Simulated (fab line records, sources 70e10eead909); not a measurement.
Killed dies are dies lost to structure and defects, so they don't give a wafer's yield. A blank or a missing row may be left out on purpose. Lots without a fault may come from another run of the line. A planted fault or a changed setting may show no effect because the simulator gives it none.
Chamber matching | flow nand_harc | NHARC_A_CHANNEL_HOLE_D1_DEP_01 on pecvd-01: 3 sister chambers
The step deposits SiON, target thk 140 nm. 6 wafers are shown with their chamber, then 7 later ones without.

WAFERS WITH THEIR CHAMBER
wafer  | chamber | heater_power_w (W)
L556.3 | 1       | 712
L557.2 | 0       | 622
L557.3 | 2       | 780
L557.5 | 0       | 626
L565.1 | 1       | 740
L565.5 | 2       | 694

WAFERS WITHOUT THEIR CHAMBER
wafer  | heater_power_w (W)
L565.6 | 750
L566.2 | 756
L566.3 | 589
L566.5 | 620
L569.2 | 809
L569.4 | 740
L569.6 | 654

WHICH CHAMBER EACH WENT THROUGH
wafer  | from the rows above          | in truth
L565.6 | can't be placed: 2 or 1      | 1
L566.2 | can't be placed: 2 or 1      | 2
L566.3 | 0                            | 0
L566.5 | 0                            | 0
L569.2 | can't be placed: 2 or 1      | 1
L569.4 | can't be placed: 2 or 1      | 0
L569.6 | can't be placed: 0 or 1 or 2 | 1
Placed correctly: 2 of 7. Can't be placed from these rows: 5 (the true chamber is among the candidates in 4). Placed wrongly: 0.
How it was worked out, from the rows above alone: a wafer's distance from a chamber is the root of the sum, over the readings, of the square of ((its reading less the chamber's mean) divided by the reading's scatter). The wafer belongs to the nearest chamber; if the next one is less than 2 further off, it can't be placed. A chamber's mean is the mean of its shown wafers. The scatter: the root of (the sum of the squares of (reading less its chamber's mean) over the shown wafers, divided by (wafers less chambers)).
